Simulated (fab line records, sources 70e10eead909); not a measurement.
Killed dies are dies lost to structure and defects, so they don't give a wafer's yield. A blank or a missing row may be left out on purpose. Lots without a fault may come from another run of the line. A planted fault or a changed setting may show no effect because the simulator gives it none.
fab line records | flow nand_harc
record lots=5 wafers=15 last_day=32
route steps=1302 shown P_GATE@185 END@1302
lots that met no fault: from a run of the same line without faults
start_h: hours from the record's first day to the start of the lot's first wafer shown | wait_h: hours since the lot's step before | " the same as in the row above | L1.1+2: a row that stands for several wafers | - no value, or no start given | * or withheld: withheld | < > ~ a bound
route shown NAME@n: a module of which the file shows steps, and the number in the route of the first | usual: mean/standard deviation of fault-free wafers | same: alike in all rows | chamber/n: place in a boat | sites: the reading at each site | _std_site: their standard deviation | _edge_site: outer sites' mean less inner sites' | radius_mm: how far each site lies from the wafer's centre | mask NAME#n: copy n | behind: the tool/chamber that last shaped the wafer | hold: why the lot was held/for how many hours/how that ended | device: the transistor (n, p or np) that didn't switch | end of line: the same wafers' tests at the end of the route | a step without rows: its recipe alone | killed: dies lost to structure and defects at the first sort, not the wafer's yield | map: a wafer's dies, x killed, . not, _ none there
set.NAME: the setting as run; set.NAME@STEP: as run at that earlier step | model.NAME: the simulator's own value behind a step, which no gauge read
lots at some steps of the route; a table a step, a row a wafer
services: from which hour (start_h, from the record's first day; less than 0 if before it) a tool's chamber was out of use, for how many hours, and why
## steps
# step NHARC_P_GATE_CD_MEAS_59
# recipe target_cd_nm=720 landing_energy_ev=500
# usual cd_nm=719.8/1.4
# columns lot.wafer tool chamber start_h wait_h cd_nm
L917.1 cd_sem-03 0 148.18 - 718.3
L917.4 " 0 " " 717.2
L917.6 " 0 " " 717.6
L918.1 cd_sem-01 0 160.56 - 720.0
L918.4 " 0 " " 717.3
L918.6 " 0 " " 719.2
L922.1 cd_sem-03 0 197.20 - 720.6
L922.4 " 0 " " 720.5
L922.5 " 0 " " 719.5
L932.2 cd_sem-03 0 318.90 - 720.5
L932.3 " 0 " " 721.8
L932.4 " 0 " " 722.3
L935.2 cd_sem-01 0 327.40 - 721.1
L935.3 " 0 " " 721.4
L935.4 " 0 " " 721.3
# step NHARC_P_GATE_HARDBAKE_60
# recipe temp_c=125 time_s=80
# step NHARC_P_GATE_DESCUM_61
# recipe time_s=3 o2_flow_sccm=200 ar_flow_sccm=0 bias_power_w=0 chemistry=O2
# usual drypump_motor_current_A=5.8/0.46 oes_product_au=1.001/0.0081 rf_vpp_V=57.8/1 showerhead_plenum_p_Torr=1.92/0.094 throttle_valve_pct=11.311/0.0091
# columns lot.wafer tool chamber start_h wait_h drypump_motor_current_A oes_product_au rf_hours_counter_h rf_vpp_V showerhead_plenum_p_Torr throttle_valve_pct
L917.1 rie_diel-07 2 148.34 - 5.4 1.005 0 56.5 1.85 11.306
L917.4 " 1 " " 5.6 0.993 1 57.2 1.84 11.305
L917.6 " 3 " " 6.0 1.013 - 57.3 1.96 11.308
L918.1 rie_diel-07 3 160.73 - 6.0 0.994 1 58.9 1.96 11.307
L918.4 " 0 " " 6.3 1.002 1 56.2 1.90 11.301
L918.6 " 3 " " 6.0 1.005 - 57.5 1.96 11.296
L922.1 rie_diel-03 0 197.37 - 5.5 0.994 7 57.3 1.86 11.321
L922.4 " 2 " " 6.6 1.000 - 57.2 2.06 11.321
L922.5 " 1 " " 5.6 1.012 - 56.9 1.78 11.308
L932.4 rie_diel-07 1 319.05 - 5.6 0.999 0 59.6 1.84 11.315
L932.3 " 2 " " 5.4 0.996 0 57.1 1.85 11.310
L932.2 " 0 " " 6.3 0.999 0 57.3 1.90 11.313
L935.3 rie_diel-03 1 327.56 - 5.6 1.008 2 57.0 1.78 11.317
L935.4 " 2 " " 6.6 1.006 1 57.5 2.06 11.309
L935.2 " 3 " " 5.2 1.004 2 56.0 1.86 11.303
# step NHARC_P_GATE_IMPLANT_62
# recipe energy_kev=20 dose_cm2=3e+15 tilt_deg=7
# step NHARC_P_GATE_STRIP_112
# recipe power_w=1500 temp_c=110 time_s=200 chemistry=N2/H2
# usual drypump_motor_current_A=5.5/0.64 heater_power_w=89/5
# columns lot.wafer tool chamber start_h wait_h drypump_motor_current_A heater_power_w rf_hours_counter_h
L917.1 plasma_asher-02 1 148.75 0.2 5.2 85 15
L917.4 " 0 " " 5.5 94 -
L917.6 " 1 " " 5.2 89 -
L918.1 plasma_asher-01 0 161.09 0.2 4.9 92 34
L918.4 " 0 " " 4.9 92 -
L918.6 " 0 " " 4.9 96 -
L922.1 plasma_asher-02 1 197.80 0.2 5.2 87 27
L922.4 " 1 " " 5.2 89 -
L922.5 " 1 " " 5.2 88 -
L932.2 plasma_asher-02 0 319.49 0.2 5.5 96 11
L932.3 " 1 " " 5.2 83 -
L932.4 " 0 " " 5.5 98 -
L935.2 plasma_asher-01 0 327.97 0.2 4.9 92 35
L935.3 " 1 " " 6.5 86 -
L935.4 " 0 " " 4.9 93 -
# step NHARC_P_GATE_STRIP_76
# recipe power_w=1500 temp_c=250 chemistry=O2
# usual drypump_motor_current_A=5.6/0.64 heater_power_w=335/19
# columns lot.wafer tool chamber start_h wait_h drypump_motor_current_A heater_power_w rf_hours_counter_h
L917.1 plasma_asher-02 1 148.98 0.2 5.2 325 15
L917.4 " 0 " " 5.5 371 -
L917.6 " 1 " " 5.2 326 -
L918.1 plasma_asher-01 0 161.35 0.2 4.9 360 35
L918.4 " 0 " " 4.9 344 -
L918.6 " 0 " " 4.9 351 -
L922.1 plasma_asher-02 1 198.03 0.2 5.2 323 27
L922.4 " 1 " " 5.2 326 -
L922.5 " 1 " " 5.2 332 -
L932.2 plasma_asher-02 0 319.72 0.2 5.4 360 11
L932.3 " 1 " " 5.2 307 -
L932.4 " 0 " " 5.5 357 -
L935.2 plasma_asher-01 0 328.20 0.2 4.9 347 35
L935.3 " 1 " " 6.5 315 -
L935.4 " 0 " " 4.9 341 -
# step NHARC_P_GATE_STRIP_63
# recipe time_s=900 temp_c=130 chemistry=SPM
# step NHARC_P_GATE_DEHYDRATE_83
# recipe temp_c=150 time_s=120
# step NHARC_P_GATE_HMDS_84
# recipe time_s=30
# step NHARC_P_GATE_COAT_85
# recipe spin_rpm=3000
# step NHARC_P_GATE_SOFTBAKE_86
# recipe temp_c=122 time_s=95
# step NHARC_P_GATE_EBR_87
# step NHARC_P_GATE_EXPOSE_88
# recipe na=0.6 target_cd_nm=2000 dose_mj=11.87 mask_id=P_HVN
# usual exposure_dose_mJ_cm2=11.871/0.011
# columns lot.wafer tool chamber start_h wait_h mask exposure_dose_mJ_cm2
L917.1 krf_scanner-03 0 149.74 - P_HVN#0 11.858
L917.4 " 0 " " P_HVN#0 11.876
L917.6 " 0 " " P_HVN#0 11.881
L918.1 krf_scanner-01 0 162.11 - P_HVN#0 11.854
L918.4 " 0 " " P_HVN#0 11.871
L918.6 " 0 " " P_HVN#0 11.866
L922.1 krf_scanner-03 0 198.66 - P_PSD#0 11.864
L922.4 " 0 " " P_PSD#0 11.859
L922.5 " 0 " " P_PSD#0 11.881
L932.2 krf_scanner-03 0 320.35 - P_HVN#0 11.873
L932.3 " 0 " " P_HVN#0 11.859
L932.4 " 0 " " P_HVN#0 11.857
L935.2 krf_scanner-01 0 328.96 - P_HVN#0 11.879
L935.3 " 0 " " P_HVN#0 11.863
L935.4 " 0 " " P_HVN#0 11.886
# step NHARC_P_GATE_PEB_89
# recipe peb_temp_c=118 peb_time_s=85
# step NHARC_P_GATE_DEVELOP_90
# recipe time_s=70
# step NHARC_P_GATE_CD_MEAS_91
# recipe target_cd_nm=2000 landing_energy_ev=500
# usual cd_nm=2000.2/1.4
# columns lot.wafer tool chamber start_h wait_h cd_nm
L917.1 cd_sem-01 0 149.89 - 1997.8
L917.4 " 0 " " 2000.7
L917.6 " 0 " " 1998.8
L918.1 cd_sem-03 0 162.26 - 1998.7
L918.4 " 0 " " 1998.2
L918.6 " 0 " " 2001.0
L922.1 cd_sem-02 0 198.82 - -
L922.4 " 0 " " -
L922.5 " 0 " " -
L932.2 cd_sem-01 0 320.50 - 1999.6
L932.3 " 0 " " 1999.1
L932.4 " 0 " " 1998.9
L935.2 cd_sem-02 0 329.11 - 1998.1
L935.3 " 0 " " 1998.9
L935.4 " 0 " " 1998.2
# step NHARC_P_GATE_HARDBAKE_92
# recipe temp_c=125 time_s=80
# step NHARC_END_SORT_01
# recipe temp_c=25
# usual killed_at_array=52/16 killed_at_other=0.8/1.1 killed_at_periphery=4.2/2.5 killed_dies=57/16 killed_open=3.4/2 killed_short=2.6/1.6
# same gross_dies=677
# columns lot.wafer tool chamber start_h wait_h killed_at_array killed_at_other killed_at_periphery killed_dies killed_open killed_short
L922.1 prober-01 0 659.87 2.5 25 1 651 677 7 6
L922.4 prober-01 0 662.25 3.4 28 0 649 677 4 3
L922.5 prober-01 0 663.04 3.7 23 1 653 677 5 3
# killed by level:class
L922.1 P_GATE:area_expose=648 A_CHANNEL_HOLE_D2:chamber_film_flake=7 A_CHANNEL_HOLE_D1:chamber_film_flake=3 A_CHANNEL_FILL_D2:geometric_particle:open=2 A_SLIT:geometric_particle:open=2 A_WL_FILL:geometric_particle:short=2 A_STAIRCASE:chamber_film_flake=2 P_CONTACT:geometric_particle:short=1
L922.4 P_GATE:area_expose=644 A_CHANNEL_HOLE_D2:chamber_film_flake=9 A_CHANNEL_HOLE_D1:chamber_film_flake=3 A_STAIRCASE:chamber_film_flake=3 A_SLIT:chamber_film_flake=3 A_M1:geometric_particle:open=2 P_ZERO_WELL:chamber_film_flake=2 A_WL_FILL:chamber_film_flake=2
L922.5 P_GATE:area_expose=649 A_CHANNEL_HOLE_D2:chamber_film_flake=6 A_CHANNEL_HOLE_D1:chamber_film_flake=3 A_STAIRCASE:chamber_film_flake=3 P_CONTACT:geometric_particle:open=2 A_DECK1_JOINT:chamber_film_flake=2 A_SLIT:chamber_film_flake=2 P_GATE:geometric_particle:open=1
# map L922.1 (x killed, . not)
____________x____________
_________xxxxxxx_________
_______xxxxxxxxxxx_______
______xxxxxxxxxxxxx______
_____xxxxxxxxxxxxxxx_____
____xxxxxxxxxxxxxxxxx____
____xxxxxxxxxxxxxxxxx____
___xxxxxxxxxxxxxxxxxxx___
___xxxxxxxxxxxxxxxxxxx___
__xxxxxxxxxxxxxxxxxxxxx__
__xxxxxxxxxxxxxxxxxxxxx__
_xxxxxxxxxxxxxxxxxxxxxxx_
_xxxxxxxxxxxxxxxxxxxxxxx_
_xxxxxxxxxxxxxxxxxxxxxxx_
_xxxxxxxxxxxxxxxxxxxxxxx_
_xxxxxxxxxxxxxxxxxxxxxxx_
xxxxxxxxxxxxxxxxxxxxxxxxx
xxxxxxxxxxxxxxxxxxxxxxxxx
xxxxxxxxxxxxxxxxxxxxxxxxx
xxxxxxxxxxxxxxxxxxxxxxxxx
xxxxxxxxxxxxxxxxxxxxxxxxx
_xxxxxxxxxxxxxxxxxxxxxxx_
_xxxxxxxxxxxxxxxxxxxxxxx_
_xxxxxxxxxxxxxxxxxxxxxxx_
_xxxxxxxxxxxxxxxxxxxxxxx_
_xxxxxxxxxxxxxxxxxxxxxxx_
__xxxxxxxxxxxxxxxxxxxxx__
__xxxxxxxxxxxxxxxxxxxxx__
___xxxxxxxxxxxxxxxxxxx___
___xxxxxxxxxxxxxxxxxxx___
____xxxxxxxxxxxxxxxxx____
____xxxxxxxxxxxxxxxxx____
_____xxxxxxxxxxxxxxx_____
______xxxxxxxxxxxxx______
_______xxxxxxxxxxx_______
_________xxxxxxx_________
____________x____________
# map L917.1 (x killed, . not)
____________.____________
_________......._________
_______..........._______
______..x......xx..______
_____..............._____
____.................____
____.................____
___..x.....x.x........___
___...................___
__.............x.......__
__............x....x...__
_.............x........._
_.........x............._
_.x....................._
_x..x............x......_
_xxxx..................._
xx..x............x.......
xxx.x....................
xx.......................
xxx.........x......x....x
..............xx.x.......
_.............xx........_
_.............xx.xx...x._
_...........xx.xxxxx.x.._
_......x.x..x.xxxxx....._
_............x.xxx......_
__...........x.x.x.....__
__.............xxx.....__
___............xxxx...___
___..............x..x.___
____.................____
____.........x.......____
_____..............._____
______.............______
_______..........._______
_________......._________
____________.____________
## services
# columns tool chamber start_h hours kind
rie_diel-03 3 126.11 81.9 repair
plasma_asher-01 - 133.58 0.5 repair
rie_diel-07 2 133.93 11.8 repair
krf_scanner-01 - 140.00 4.0 pm
plasma_asher-01 - 165.31 9.0 pm
plasma_asher-01 0 165.31 9.0 vent_cycle
rie_diel-07 3 199.32 8.3 repair
krf_scanner-03 - 224.00 4.0 pm
rie_diel-03 - 246.68 0.6 repair
plasma_asher-02 - 249.29 9.0 pm
plasma_asher-02 0 249.29 9.0 vent_cycle
plasma_asher-02 1 249.29 9.0 vent_cycle
plasma_asher-02 0 258.29 - clean
plasma_asher-02 1 258.29 - clean
rie_diel-07 2 260.33 5.0 repair
plasma_asher-02 - 263.96 8.2 repair
rie_diel-07 1 274.83 37.0 repair
rie_diel-03 - 281.40 9.0 pm
krf_scanner-01 - 284.57 0.2 repair
rie_diel-07 - 294.20 9.0 pm
krf_scanner-01 - 298.01 2.1 repair
krf_scanner-01 - 312.00 4.0 pm
rie_diel-03 2 316.68 10.1 repair
krf_scanner-03 - 317.09 0.4 repair
## key
first_sign step=NHARC_P_GATE_EXPOSE_88 reading=mask direction=changed
effect step=NHARC_P_GATE_CD_MEAS_91 reading=cd_nm direction=missing
effect step=NHARC_END_SORT_01 reading=killed_at_periphery direction=up sigmas=99+ usual=4.2 struck=651
more_kills_born_at NHARC_P_GATE_EXPOSE_88@krf_scanner-03=1941
met_at NHARC_P_GATE_EXPOSE_88
struck_wafers L922.1,L922.4,L922.5
later_rows_left_out L922.1,L922.4,L922.5
tester_left_out L922
onset_between 149.74 198.66
fault kind=wrong_mask tool=any chamber=- onset_h=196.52 steps=NHARC_P_GATE_EXPOSE_88 aux_copy=P_PSD#0 scope=struck_lots_only
# tester_left_out: of these lots the tester's yield and bins aren't shown, on N5 and GAA mostly nor the transistor test; their killed dies are dies lost to structure and defects alone, not to doping, threshold or leakage, so they don't give the yield
# later_rows_left_out: the simulator's readings of these wafers behind a module that went badly wrong aren't trusted and aren't shown, but for the sort
